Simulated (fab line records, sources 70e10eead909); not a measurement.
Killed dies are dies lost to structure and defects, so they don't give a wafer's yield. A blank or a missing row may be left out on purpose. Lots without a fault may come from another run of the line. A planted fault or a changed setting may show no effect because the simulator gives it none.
fab line records | flow nand_harc
record lots=10 wafers=30 last_day=33
route steps=1302 shown P_M2@335 P_BONDPAD@361 END@1302
lots that met no fault: from a run of the same line without faults
start_h: hours from the record's first day to the start of the lot's first wafer shown | wait_h: hours since the lot's step before | " the same as in the row above | L1.1+2: a row that stands for several wafers | - no value, or no start given | * or withheld: withheld | < > ~ a bound
route shown NAME@n: a module of which the file shows steps, and the number in the route of the first | usual: mean/standard deviation of fault-free wafers | same: alike in all rows | chamber/n: place in a boat | sites: the reading at each site | _std_site: their standard deviation | _edge_site: outer sites' mean less inner sites' | radius_mm: how far each site lies from the wafer's centre | mask NAME#n: copy n | behind: the tool/chamber that last shaped the wafer | hold: why the lot was held/for how many hours/how that ended | device: the transistor (n, p or np) that didn't switch | end of line: the same wafers' tests at the end of the route | a step without rows: its recipe alone | killed: dies lost to structure and defects at the first sort, not the wafer's yield | map: a wafer's dies, x killed, . not, _ none there
set.NAME: the setting as run; set.NAME@STEP: as run at that earlier step | model.NAME: the simulator's own value behind a step, which no gauge read
steps of the route over a sample of lots; a table a step, a row a wafer
services: from which hour (start_h, from the record's first day; less than 0 if before it) a tool's chamber was out of use, for how many hours, and why
## steps
# step NHARC_P_M2_STRIP_18
# recipe power_w=1000 n2_flow_sccm=150 h2_flow_sccm=150 ar_flow_sccm=0 bias_w=0 chemistry=N2/H2
# usual chamber_pressure_mTorr=30.001/0.027 drypump_motor_current_A=5.8/0.46 oes_product_au=1.001/0.0074 rf_vpp_V=90.9/0.95 showerhead_plenum_p_Torr=2.09/0.07 throttle_valve_pct=14.171/0.009
# columns lot.wafer tool chamber start_h wait_h chamber_pressure_mTorr drypump_motor_current_A oes_product_au rf_hours_counter_h rf_vpp_V showerhead_plenum_p_Torr throttle_valve_pct
L996.3 rie_diel-08 0 112.53 0.1 30.057 5.0 1.006 6.3 91.6 2.04 14.165
L996.4 " 2 " " 29.999 5.9 0.998 5.6 91.4 2.15 14.157
L996.5 " 0 " " 30.003 5.0 1.009 - 91.1 2.04 14.177
L999.3 rie_diel-12 2 130.30 0.1 29.970 5.8 0.997 2.1 90.4 2.10 14.170
L999.5 " 3 " " 30.004 6.3 1.004 - 91.5 2.07 14.181
L999.6 " 0 " " 30.024 6.7 1.004 - 89.7 1.99 14.166
L101.3 rie_diel-06 2 163.21 0.1 30.008 6.4 1.015 4.0 91.6 2.20 14.176
L101.1 " 0 " " 29.965 5.8 1.010 5.3 91.1 2.04 14.156
L101.6 " 1 " " 30.008 5.5 1.012 - 91.3 2.12 14.190
L103.4 rie_diel-06 2 183.86 0.1 29.953 6.4 0.997 5.3 91.1 2.20 14.165
L103.1 " 0 " " 29.985 5.8 0.992 6.2 90.6 2.04 14.165
L103.6 " 1 " " 29.981 5.4 0.992 - 91.3 2.12 14.171
L105.1 rie_diel-06 1 202.47 0.1 29.974 5.4 1.005 6.1 90.6 2.12 14.184
L105.2 " 2 " " 30.020 6.4 1.001 5.7 91.1 2.19 14.168
L105.6 " 1 " " 30.025 5.4 1.006 - 91.3 2.12 14.176
L110.3 rie_diel-06 0 251.53 0.1 30.016 5.8 0.987 9.9 91.2 2.04 14.182
L110.4 " 3 " " 30.046 5.6 0.997 8.7 89.2 2.09 14.173
L110.5 " 1 " " 30.023 5.4 1.007 - 91.9 2.12 14.171
L112.2 rie_diel-08 1 265.83 0.1 30.041 5.2 0.994 3.6 92.5 2.19 14.175
L112.1 " 2 " " 30.038 5.9 0.997 4.1 90.4 2.14 14.186
L112.5 " 0 " " 30.013 5.0 0.989 - 91.5 2.03 14.168
L113.1 rie_diel-12 3 278.04 0.1 30.007 6.3 0.996 2.1 90.0 2.06 14.168
L113.6 " 2 " " 29.970 5.8 1.001 - 91.3 2.09 14.158
L113.5 " 3 " " 29.958 6.3 1.010 - 90.8 2.06 14.166
L118.4 rie_diel-08 1 326.51 0.1 30.021 5.3 1.006 6.5 92.9 2.19 14.158
L118.1 " 2 " " 29.997 5.9 0.996 7.8 91.1 2.14 14.161
L118.3 " 0 " " 30.011 5.0 0.991 7.3 90.5 2.03 14.182
L119.1 rie_diel-08 2 332.53 0.1 29.968 5.9 0.996 8.3 92.3 2.14 14.166
L119.3 " 0 " " 30.023 5.0 0.986 7.9 89.6 2.03 14.184
L119.6 " 3 " " 30.002 6.5 0.991 - 91.6 1.95 14.173
# step NHARC_P_M2_INSPECT_27
# usual raw_defect_count=325/130
# columns lot.wafer tool chamber start_h wait_h raw_defect_count
L996.3 defect_inspect-01 - 114.82 0.0 241
L996.4 " - " " 220
L996.5 " - " " 186
L999.3 defect_inspect-01 - 132.41 0.0 229
L999.5 " - " " 297
L999.6 " - " " 265
L101.1 defect_inspect-02 - 165.37 0.0 240
L101.3 " - " " 259
L101.6 " - " " 253
L103.1 defect_inspect-01 - 186.02 0.0 267
L103.4 " - " " 276
L103.6 " - " " 309
L105.1 defect_inspect-02 - 204.66 0.0 741
L105.2 " - " " 334
L105.6 " - " " 436
L110.3 defect_inspect-02 - 254.03 0.0 321
L110.4 " - " " 243
L110.5 " - " " 304
L112.1 defect_inspect-01 - 268.00 0.0 142
L112.2 " - " " 219
L112.5 " - " " 312
L113.1 defect_inspect-02 - 280.27 0.0 197
L113.5 " - " " 176
L113.6 " - " " 267
L118.1 defect_inspect-02 - 328.71 0.0 578
L118.3 " - " " 402
L118.4 " - " " 697
L119.1 defect_inspect-01 - 334.76 0.0 365
L119.3 " - " " 278
L119.6 " - " " 233
# step NHARC_P_BONDPAD_EXPOSE_06
# recipe na=0.55 dose_mj=37.06 mask_id=P_BPAD
# usual exposure_dose_mJ_cm2=37.03/0.04
# columns lot.wafer tool chamber start_h wait_h mask exposure_dose_mJ_cm2
L996.3 krf_scanner-02 0 116.63 - P_BPAD#0 37.03
L996.4 " 0 " " P_BPAD#0 37.01
L996.5 " 0 " " P_BPAD#0 37.08
L999.3 krf_scanner-02 0 134.05 - P_BPAD#0 37.05
L999.5 " 0 " " P_BPAD#0 37.06
L999.6 " 0 " " P_BPAD#0 37.01
L101.1 krf_scanner-02 0 167.01 - P_BPAD#0 36.97
L101.3 " 0 " " P_BPAD#0 37.01
L101.6 " 0 " " P_BPAD#0 36.99
L103.1 krf_scanner-02 0 187.52 - P_BPAD#0 47.07
L103.4 " 0 " " P_BPAD#0 47.11
L103.6 " 0 " " P_BPAD#0 47.07
L105.1 krf_scanner-02 0 206.43 - P_BPAD#0 45.04
L105.2 " 0 " " P_BPAD#0 45.04
L105.6 " 0 " " P_BPAD#0 45.08
L110.3 krf_scanner-02 0 255.65 - P_BPAD#0 43.46
L110.4 " 0 " " P_BPAD#0 43.48
L110.5 " 0 " " P_BPAD#0 43.46
L112.1 krf_scanner-02 0 269.64 - P_BPAD#0 43.50
L112.2 " 0 " " P_BPAD#0 43.43
L112.5 " 0 " " P_BPAD#0 43.49
L113.1 krf_scanner-01 0 281.90 - P_BPAD#0 37.01
L113.5 " 0 " " P_BPAD#0 37.01
L113.6 " 0 " " P_BPAD#0 37.00
L118.1 krf_scanner-01 0 330.35 - P_BPAD#0 37.03
L118.3 " 0 " " P_BPAD#0 37.03
L118.4 " 0 " " P_BPAD#0 37.08
L119.1 krf_scanner-03 0 336.68 - P_BPAD#0 37.06
L119.3 " 0 " " P_BPAD#0 37.05
L119.6 " 0 " " P_BPAD#0 37.07
# step NHARC_P_BONDPAD_CD_MEAS_09
# recipe target_cd_nm=500 landing_energy_ev=500
# usual cd_nm=500.0/1.6
# columns lot.wafer tool chamber start_h wait_h cd_nm
L996.3 cd_sem-02 0 116.78 - 499.7
L996.4 " 0 " " 500.2
L996.5 " 0 " " 499.8
L999.3 cd_sem-02 0 134.20 - 502.4
L999.5 " 0 " " 501.5
L999.6 " 0 " " 503.6
L101.1 cd_sem-02 0 167.16 - 499.8
L101.3 " 0 " " 499.6
L101.6 " 0 " " 500.4
L103.1 cd_sem-01 0 187.67 - 510.6
L103.4 " 0 " " 509.4
L103.6 " 0 " " 507.2
L105.1 cd_sem-03 0 206.58 - 509.1
L105.2 " 0 " " 509.5
L105.6 " 0 " " 508.2
L110.3 cd_sem-03 0 255.80 - 505.8
L110.4 " 0 " " 506.0
L110.5 " 0 " " 505.2
L112.1 cd_sem-02 0 269.79 - 504.7
L112.2 " 0 " " 505.4
L112.5 " 0 " " 504.7
L113.1 cd_sem-03 0 282.05 - 501.2
L113.5 " 0 " " 499.4
L113.6 " 0 " " 500.9
L118.1 cd_sem-01 0 330.50 - 497.8
L118.3 " 0 " " 497.7
L118.4 " 0 " " 498.0
L119.1 cd_sem-03 0 336.83 - 500.6
L119.3 " 0 " " 500.4
L119.6 " 0 " " 502.4
# step NHARC_P_BONDPAD_ETCH_12
# recipe target_depth_a=2000 time_s=100 chf3_flow_sccm=50 o2_flow_sccm=10 ar_flow_sccm=200 rf_w=500 bias_w=200 chemistry=CHF3/O2
# usual chamber_pressure_mTorr=25.000/0.023 drypump_motor_current_A=5.7/0.37 o2_flow_sccm=10.001/0.03 oes_product_au=0.945/0.024 rf_vpp_V=371.5/2.1 showerhead_plenum_p_Torr=2.44/0.092 throttle_valve_pct=20.572/0.0079
# columns lot.wafer tool chamber start_h wait_h chamber_pressure_mTorr drypump_motor_current_A o2_flow_sccm oes_product_au rf_hours_counter_h rf_vpp_V showerhead_plenum_p_Torr throttle_valve_pct
L996.4 rie_diel-10 0 - - 25.005 6.2 9.985 0.979 3.9 371.9 2.53 20.570
L996.3 " 1 " " 25.025 5.0 9.992 0.957 4.4 369.9 2.39 20.574
L996.5 " 0 " " 24.981 6.2 9.976 0.978 - 373.0 2.53 20.581
L999.3 rie_diel-01 3 - - 24.999 5.6 9.954 0.920 3.6 368.9 2.32 20.566
L999.5 " 1 " " 24.985 5.1 10.042 0.924 - 369.3 2.30 20.585
L999.6 " 2 " " 24.983 5.6 10.006 0.925 - 370.1 2.41 20.568
L101.1 rie_diel-11 1 - - 24.994 6.0 9.974 0.954 5.0 370.3 2.40 20.571
L101.3 " 2 " " 25.009 5.8 10.003 0.971 5.1 373.7 2.46 20.574
L101.6 " 1 " " 24.996 6.0 9.985 0.958 - 370.8 2.40 20.575
L103.4 rie_diel-10 2 - - 24.997 6.1 10.057 0.925 8.5 369.1 2.30 20.572
L103.1 " 0 " " 25.032 6.2 10.043 0.928 8.6 372.6 2.53 20.563
L103.6 " 1 " " 25.016 5.0 10.008 0.925 - 370.4 2.39 20.578
L105.2 rie_diel-11 2 - - 25.015 5.8 9.984 0.986 7.8 372.4 2.46 20.571
L105.1 " 1 " " 25.009 6.0 9.960 0.982 8.1 368.8 2.40 20.564
L105.6 " 3 " " 24.975 5.3 10.101 0.961 - 374.7 2.57 20.571
L110.3 rie_diel-11 2 - - 25.011 5.7 10.017 0.956 1.1 372.3 2.46 20.568
L110.4 " 0 " " 25.013 5.7 10.033 0.988 1.1 370.9 2.45 20.583
L110.5 " 2 " " 24.985 5.8 10.030 0.969 - 371.7 2.46 20.571
L112.1 rie_diel-01 3 - - 25.020 5.6 9.997 0.923 1.6 367.7 2.32 20.583
L112.2 " 2 " " 24.969 5.6 10.035 0.928 1.7 372.2 2.41 20.577
L112.5 " 3 " " 25.021 5.6 9.988 0.916 - 369.0 2.32 20.580
L113.1 rie_diel-01 1 - - 24.990 5.1 9.964 0.962 2.0 369.3 2.30 20.569
L113.6 " 1 " " 25.016 5.1 9.994 0.955 - 369.0 2.30 20.562
L113.5 " 2 " " 24.993 5.6 10.047 0.967 - 370.0 2.41 20.559
L118.1 rie_diel-11 0 - - 24.965 5.7 10.024 0.978 5.4 371.3 2.45 20.585
L118.4 " 1 " " 25.007 6.0 9.971 0.972 5.4 372.0 2.39 20.584
L118.3 " 2 " " 24.990 5.8 9.919 0.961 5.0 372.6 2.46 20.560
L119.1 rie_diel-11 0 - - 24.982 5.7 9.995 0.980 5.6 371.6 2.45 20.570
L119.3 " 1 " " 24.950 6.0 9.979 0.957 5.7 369.9 2.39 20.569
L119.6 " 1 " " 24.922 6.0 10.075 0.964 - 370.1 2.39 20.582
# step NHARC_END_SORT_01
# recipe temp_c=25
# usual defect_limited_yield=92.3/2.2 killed_at_array=47/14 killed_at_other=0.5/0.72 killed_at_periphery=4/3.1 killed_dies=52/15 killed_open=3.2/1.9 killed_short=2.4/1.7 sort_bin_2_pct=2.7/1.1 sort_bin_3_pct=0.6/0.34 sort_bin_4_pct=4.4/1.3 sort_n_pass=625/15 sort_rim_yield_pct=90/4.3 sort_yield_pct=92.3/2.2
# same gross_dies=677 sort_bin_5_pct[%]=0 sort_bin_6_pct[%]=0 sort_bin_7_pct[%]=0 sort_bin_8_pct[%]=0 sort_rim_n_gross=106.00
# columns lot.wafer tool chamber start_h wait_h defect_limited_yield[%] killed_at_array killed_at_other killed_at_periphery killed_dies killed_open killed_short sort_bin_2_pct[%] sort_bin_3_pct[%] sort_bin_4_pct[%] sort_n_pass sort_rim_yield_pct[%] sort_yield_pct[%]
L996.3 prober-02 0 553.75 3.1 90.3 64 0 2 66 2 1 2.5 0.6 6.6 611 90 90.3
L996.4 prober-02 0 554.55 3.4 90.7 59 1 3 63 4 5 4.1 0.4 4.7 614 87 90.7
L996.5 prober-02 0 555.34 3.7 88.6 75 1 1 77 4 4 3.2 0.1 8.0 600 92 88.6
L999.3 prober-01 0 556.38 3.1 92.3 50 1 1 52 5 6 1.9 0.9 4.9 625 87 92.3
L999.5 prober-01 0 557.99 3.7 90.3 62 1 3 66 5 2 3.0 1.0 5.8 611 89 90.3
L999.6 prober-01 0 558.79 4.0 91.0 57 1 3 61 2 1 1.5 0.6 6.9 616 82 91.0
L101.1 prober-01 0 592.20 2.5 96.3 24 0 1 25 4 1 0.9 0.1 2.7 652 94 96.3
L101.3 prober-01 0 593.79 3.1 95.3 29 0 3 32 5 3 1.6 0.1 3.0 645 97 95.3
L101.6 prober-01 0 596.18 4.0 97.0 16 1 3 20 3 1 0.6 0.3 2.1 657 97 97.0
L103.1 prober-01 0 620.58 2.5 89.5 69 1 1 71 2 2 3.8 0.9 5.8 606 82 89.5
L103.4 prober-01 0 622.96 3.4 92.9 45 0 3 48 5 2 2.5 0.4 4.1 629 87 92.9
L103.6 prober-01 0 624.55 4.0 91.7 49 0 7 56 4 2 2.4 0.6 5.3 621 88 91.7
L105.1 prober-01 0 743.00 2.5 90.1 55 2 10 67 6 2 3.8 0.4 5.6 610 91 90.1
L105.2 prober-01 0 743.82 2.8 92.0 52 1 1 54 2 2 2.4 0.3 5.3 623 86 92.0
L105.6 prober-01 0 747.10 4.1 89.4 64 2 6 72 5 0 3.7 0.7 6.2 605 91 89.4
L110.3 prober-02 0 754.92 3.1 94.2 37 1 1 39 2 0 1.9 0.1 3.7 638 90 94.2
L110.4 prober-02 0 755.71 3.4 93.5 40 0 4 44 1 1 2.1 0.3 4.1 633 89 93.5
L110.5 prober-02 0 756.50 3.7 93.2 42 1 3 46 4 1 1.9 1.0 3.8 631 88 93.2
L112.1 prober-02 0 768.87 2.5 90.5 61 0 3 64 3 3 4.6 0.1 4.7 613 88 90.5
L112.2 prober-02 0 769.66 2.8 93.4 41 0 4 45 1 2 2.2 0.3 4.1 632 86 93.4
L112.5 prober-02 0 772.03 3.7 91.4 57 0 1 58 1 1 3.1 0.3 5.2 619 89 91.4
L113.1 prober-01 0 774.26 2.5 95.3 28 0 4 32 1 1 1.8 0.1 2.8 645 87 95.3
L113.5 prober-01 0 777.40 3.6 94.4 32 1 5 38 6 0 1.8 0.1 3.7 639 93 94.4
L113.6 prober-01 0 778.18 3.9 93.4 37 2 6 45 6 2 2.1 0.4 4.1 632 89 93.4
L119.1 prober-02 0 792.18 2.5 90.5 62 0 2 64 1 1 3.4 0.9 5.2 613 82 90.5
L119.3 prober-02 0 793.79 3.1 88.3 70 0 9 79 7 3 5.2 0.9 5.6 598 83 88.3
L119.6 prober-02 0 796.20 4.0 89.8 62 0 7 69 1 3 3.5 1.5 5.2 608 87 89.8
L118.1 prober-02 0 800.02 2.5 92.8 46 0 3 49 2 3 2.1 0.1 5.0 628 93 92.8
L118.3 prober-02 0 801.61 3.1 95.3 29 1 2 32 4 2 2.1 0.1 2.5 645 88 95.3
L118.4 prober-02 0 802.40 3.4 93.8 40 0 2 42 2 3 1.9 0 4.3 635 97 93.8
# killed by level:class
L996.3 A_CHANNEL_HOLE_D2:chamber_film_flake=36 A_SLIT:chamber_film_flake=12 A_STAIRCASE:chamber_film_flake=9 A_CONTACT:chamber_film_flake=3 A_ONON_D1:geometric_particle:open=2 A_CHANNEL_FILL_D1:geometric_particle:short=1 P_GATE:chamber_film_flake=1 P_M0:chamber_film_flake=1
L996.4 A_SLIT:chamber_film_flake=23 A_CHANNEL_HOLE_D2:chamber_film_flake=22 A_CONTACT:chamber_film_flake=5 A_M0:geometric_particle:short=2 A_STAIRCASE:chamber_film_flake=2 P_M0:geometric_particle:open=1 A_CHANNEL_FILL_D1:geometric_particle:open=1 A_ONON_D2:geometric_particle:short=1
L996.5 A_CHANNEL_HOLE_D2:chamber_film_flake=31 A_SLIT:chamber_film_flake=20 A_CONTACT:chamber_film_flake=9 A_STAIRCASE:chamber_film_flake=5 A_ONON_D1:geometric_particle:short=2 A_SOURCE_PLATE:geometric_particle:short=1 A_SOURCE_PLATE:geometric_particle:open=1 A_ONON_D2:geometric_particle:short=1
L999.3 A_CHANNEL_HOLE_D2:chamber_film_flake=28 A_SLIT:chamber_film_flake=7 A_CHANNEL_FILL_D1:geometric_particle:open=3 A_CHANNEL_HOLE_D1:chamber_film_flake=3 A_STAIRCASE:chamber_film_flake=3 A_CHANNEL_FILL_D2:geometric_particle:short=2 P_M0:geometric_particle:short=1 A_ONON_D1:geometric_particle:open=1
L999.5 A_CHANNEL_HOLE_D2:chamber_film_flake=37 A_SLIT:chamber_film_flake=11 A_CHANNEL_HOLE_D1:chamber_film_flake=4 A_STAIRCASE:chamber_film_flake=4 A_M0:geometric_particle:open=2 P_CONTACT:geometric_particle:open=1 P_M0:geometric_particle:short=1 P_M0:geometric_particle:open=1
L999.6 A_CHANNEL_HOLE_D2:chamber_film_flake=30 A_SLIT:chamber_film_flake=22 P_GATE:chamber_film_flake=2 A_STAIRCASE:chamber_film_flake=2 P_GATE:geometric_particle:open=1 A_CHANNEL_FILL_D2:geometric_particle:short=1 A_WL_FILL:geometric_particle:open=1 A_BLC:chamber_film_flake=1
L101.1 A_BONDPAD:chamber_film_flake=5 A_CONTACT:chamber_film_flake=4 A_CHANNEL_HOLE_D1:chamber_film_flake=3 A_CHANNEL_HOLE_D2:chamber_film_flake=3 A_CHANNEL_FILL_D2:chamber_film_flake=2 A_STAIRCASE:chamber_film_flake=2 P_CONTACT:geometric_particle:short=1 A_DECK1_JOINT:geometric_particle:open=1
L101.3 A_CHANNEL_HOLE_D2:chamber_film_flake=7 A_CHANNEL_HOLE_D1:chamber_film_flake=5 A_CHANNEL_FILL_D2:chamber_film_flake=4 A_BONDPAD:chamber_film_flake=2 P_STI:geometric_particle:short=1 P_CONTACT:geometric_particle:open=1 A_ONON_D1:geometric_particle:open=1 A_STAIRCASE:geometric_particle:open=1
L101.6 A_CHANNEL_HOLE_D2:chamber_film_flake=6 A_CONTACT:chamber_film_flake=5 P_M0:geometric_particle:open=1 P_M0:geometric_particle:short=1 A_CHANNEL_FILL_D1:geometric_particle:open=1 A_M0:geometric_particle:open=1 P_GATE:chamber_film_flake=1 A_STAIRCASE:chamber_film_flake=1
L103.1 A_CHANNEL_HOLE_D1:chamber_film_flake=28 A_SLIT:chamber_film_flake=25 A_CHANNEL_HOLE_D2:chamber_film_flake=5 A_CONTACT:chamber_film_flake=4 A_STAIRCASE:chamber_film_flake=2 A_M1:chamber_film_flake=2 P_M0:geometric_particle:open=1 A_ONON_D2:geometric_particle:short=1
L103.4 A_CHANNEL_HOLE_D1:chamber_film_flake=20 A_SLIT:chamber_film_flake=14 A_CONTACT:chamber_film_flake=2 A_M1:chamber_film_flake=2 P_M1:geometric_particle:open=1 A_ONON_D1:geometric_particle:short=1 A_CHANNEL_HOLE_D1:geometric_particle:short=1 A_ONON_D2:geometric_particle:open=1
L103.6 A_CHANNEL_HOLE_D1:chamber_film_flake=27 A_CHANNEL_HOLE_D2:chamber_film_flake=8 A_SLIT:chamber_film_flake=7 P_ZERO_WELL:chamber_film_flake=3 A_CONTACT:chamber_film_flake=2 P_GATE:geometric_particle:open=1 P_CONTACT:geometric_particle:short=1 P_M1:geometric_particle:open=1
L105.1 A_CHANNEL_HOLE_D1:chamber_film_flake=30 A_CHANNEL_HOLE_D2:chamber_film_flake=5 A_STAIRCASE:chamber_film_flake=4 A_WL_FILL:chamber_film_flake=3 A_CONTACT:chamber_film_flake=3 P_M2:geometric_particle:open=2 A_M0:geometric_particle:open=2 P_ZERO_WELL:chamber_film_flake=2
L105.2 A_CHANNEL_HOLE_D1:chamber_film_flake=26 A_CHANNEL_HOLE_D2:chamber_film_flake=12 A_SLIT:chamber_film_flake=2 A_WL_FILL:chamber_film_flake=2 A_CONTACT:chamber_film_flake=2 A_M1:chamber_film_flake=2 A_ONON_D1:geometric_particle:short=1 A_CHANNEL_FILL_D1:geometric_particle:short=1
L105.6 A_CHANNEL_HOLE_D1:chamber_film_flake=39 A_CHANNEL_HOLE_D2:chamber_film_flake=12 A_CONTACT:chamber_film_flake=5 P_M0:geometric_particle:open=2 P_CONTACT:chamber_film_flake=2 A_STAIRCASE:chamber_film_flake=2 A_SLIT:chamber_film_flake=2 A_WL_FILL:chamber_film_flake=2
L110.3 A_SLIT:chamber_film_flake=16 A_CONTACT:chamber_film_flake=10 A_CHANNEL_HOLE_D2:chamber_film_flake=4 A_CHANNEL_HOLE_D1:chamber_film_flake=3 A_WL_FILL:chamber_film_flake=2 A_SOURCE_PLATE:geometric_particle:open=1 P_GATE:chamber_film_flake=1 STARTING-WAFER:geometric_particle:open=1
L110.4 A_SLIT:chamber_film_flake=20 A_CHANNEL_HOLE_D1:chamber_film_flake=5 P_ZERO_WELL:chamber_film_flake=2 P_GATE:chamber_film_flake=2 A_STAIRCASE:chamber_film_flake=2 A_CHANNEL_FILL_D1:chamber_film_flake=2 A_CHANNEL_HOLE_D2:chamber_film_flake=2 A_WL_FILL:chamber_film_flake=2
L110.5 A_SLIT:chamber_film_flake=14 A_CONTACT:chamber_film_flake=10 A_CHANNEL_HOLE_D1:chamber_film_flake=6 A_CHANNEL_HOLE_D2:chamber_film_flake=4 A_WL_FILL:chamber_film_flake=3 P_CONTACT:geometric_particle:open=2 A_DECK1_JOINT:geometric_particle:open=1 A_SGD_CUT:geometric_particle:open=1
L112.1 A_SLIT:chamber_film_flake=25 A_CONTACT:chamber_film_flake=15 A_CHANNEL_HOLE_D2:chamber_film_flake=11 A_CHANNEL_HOLE_D1:chamber_film_flake=2 A_M0:chamber_film_flake=2 P_GATE:geometric_particle:open=1 P_CONTACT:geometric_particle:open=1 A_ONON_D2:geometric_particle:open=1
L112.2 A_SLIT:chamber_film_flake=12 A_CHANNEL_HOLE_D1:chamber_film_flake=10 A_CONTACT:chamber_film_flake=10 A_CHANNEL_HOLE_D2:chamber_film_flake=6 P_GATE:chamber_film_flake=3 P_CONTACT:geometric_particle:open=1 A_ONON_D1:geometric_particle:short=1 A_CHANNEL_HOLE_D1:geometric_particle:short=1
L112.5 A_SLIT:chamber_film_flake=26 A_CHANNEL_HOLE_D2:chamber_film_flake=10 A_CONTACT:chamber_film_flake=8 A_CHANNEL_HOLE_D1:chamber_film_flake=6 A_M0:chamber_film_flake=3 A_DECK1_JOINT:geometric_particle:open=1 A_WL_FILL:geometric_particle:short=1 P_GATE:chamber_film_flake=1
L113.1 A_CHANNEL_HOLE_D2:chamber_film_flake=10 A_CONTACT:chamber_film_flake=6 A_SLIT:chamber_film_flake=5 A_CHANNEL_HOLE_D1:chamber_film_flake=3 P_GATE:chamber_film_flake=2 A_CHANNEL_FILL_D1:geometric_particle:open=1 A_CHANNEL_FILL_D2:geometric_particle:short=1 P_ZERO_WELL:chamber_film_flake=1
L113.5 A_CHANNEL_HOLE_D2:chamber_film_flake=11 A_SLIT:chamber_film_flake=7 A_CHANNEL_HOLE_D1:chamber_film_flake=5 A_CONTACT:chamber_film_flake=4 P_GATE:chamber_film_flake=3 A_CHANNEL_FILL_D1:geometric_particle:open=2 P_M2:geometric_particle:open=1 A_ONON_D2:geometric_particle:open=1
L113.6 A_CHANNEL_HOLE_D2:chamber_film_flake=20 A_CHANNEL_HOLE_D1:chamber_film_flake=4 A_CONTACT:chamber_film_flake=4 A_SLIT:chamber_film_flake=4 P_GATE:chamber_film_flake=2 P_STI:geometric_particle:open=1 P_GATE:geometric_particle:open=1 P_M0:geometric_particle:open=1
L119.1 A_CHANNEL_HOLE_D2:chamber_film_flake=20 A_SLIT:chamber_film_flake=14 A_CHANNEL_HOLE_D1:chamber_film_flake=13 A_CONTACT:chamber_film_flake=6 A_WL_FILL:chamber_film_flake=3 A_ONON_D1:geometric_particle:short=1 A_M0:geometric_particle:open=1 P_GATE:chamber_film_flake=1
L119.3 A_SLIT:chamber_film_flake=19 A_CHANNEL_HOLE_D2:chamber_film_flake=17 A_CHANNEL_HOLE_D1:chamber_film_flake=15 A_STAIRCASE:chamber_film_flake=6 P_GATE:chamber_film_flake=4 P_M1:chamber_film_flake=3 P_M0:geometric_particle:open=2 A_CHANNEL_FILL_D1:geometric_particle:open=2
L119.6 A_SLIT:chamber_film_flake=24 A_CHANNEL_HOLE_D2:chamber_film_flake=12 A_CONTACT:chamber_film_flake=8 A_CHANNEL_HOLE_D1:chamber_film_flake=7 P_GATE:chamber_film_flake=3 P_M1:chamber_film_flake=3 A_WL_FILL:chamber_film_flake=3 A_STAIRCASE:chamber_film_flake=2
L118.1 A_CHANNEL_HOLE_D1:chamber_film_flake=16 A_SLIT:chamber_film_flake=10 A_STAIRCASE:chamber_film_flake=9 A_CONTACT:chamber_film_flake=3 A_SGD_CUT:geometric_particle:short=2 A_CHANNEL_FILL_D2:chamber_film_flake=2 P_GATE:geometric_particle:open=1 A_CHANNEL_FILL_D2:geometric_particle:short=1
L118.3 A_CHANNEL_HOLE_D1:chamber_film_flake=9 A_STAIRCASE:chamber_film_flake=7 A_CONTACT:chamber_film_flake=5 A_SLIT:chamber_film_flake=3 P_CONTACT:geometric_particle:short=1 A_CHANNEL_FILL_D1:geometric_particle:open=1 A_DECK1_JOINT:geometric_particle:short=1 A_CHANNEL_HOLE_D2:geometric_particle:open=1
L118.4 A_CHANNEL_HOLE_D1:chamber_film_flake=15 A_SLIT:chamber_film_flake=11 A_CHANNEL_FILL_D2:geometric_particle:short=2 A_STAIRCASE:chamber_film_flake=2 A_CONTACT:chamber_film_flake=2 P_M1:geometric_particle:open=1 A_ONON_D1:geometric_particle:short=1 A_DECK1_JOINT:geometric_particle:open=1
## services
# columns tool chamber start_h hours kind
rie_diel-11 0 90.61 12.1 repair
krf_scanner-02 - 99.51 0.5 repair
rie_diel-01 0 104.86 12.3 repair
rie_diel-06 - 106.23 9.0 pm
rie_diel-08 - 122.50 31.0 repair
rie_diel-11 3 123.85 2.8 repair
rie_diel-01 2 132.64 1.5 repair
rie_diel-11 2 132.93 6.9 repair
rie_diel-08 - 166.80 9.0 pm
krf_scanner-02 - 177.11 0.8 repair
rie_diel-01 - 179.80 9.0 pm
rie_diel-08 1 196.51 7.3 repair
rie_diel-08 0 200.73 4.2 repair
krf_scanner-02 - 213.13 0.4 repair
rie_diel-08 - 217.00 0.6 repair
krf_scanner-02 - 225.42 4.3 repair
rie_diel-11 - 231.50 9.0 pm
krf_scanner-02 - 242.00 4.0 pm
rie_diel-06 0 242.11 5.0 repair
rie_diel-01 1 260.41 3.8 repair
rie_diel-06 - 283.23 9.0 pm
krf_scanner-02 - 298.89 2.1 repair
rie_diel-06 3 313.01 11.1 repair
rie_diel-01 - 318.21 1.2 repair
## key
first_sign step=NHARC_P_BONDPAD_EXPOSE_06 reading=exposure_dose_mJ_cm2 direction=up sigmas=99+ usual=37.03 struck=44.77
effect step=NHARC_P_BONDPAD_CD_MEAS_09 reading=cd_nm direction=up sigmas=4.5 usual=500.0 struck=507.1 through=control_loop
met_at NHARC_P_BONDPAD_EXPOSE_06
struck_lots L103,L105,L110,L112
loop_trim step=NHARC_P_BONDPAD_EXPOSE_06 setting=dose lots=L105,L110,L112
not_acting_at NHARC_P_M2_STRIP_18,NHARC_P_M2_INSPECT_27,NHARC_P_BONDPAD_ETCH_12
onset_between 167.01 187.52
fault kind=process_parameter_drift tool=krf_scanner-02 chamber=- onset_h=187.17 steps=NHARC_P_BONDPAD_EXPOSE_06 channel=dose_mj offset=10.084 shape=step acts_in=these_recipes_only stated=37.06
# loop_trim: a control loop set the setting to another value than it would have without faults
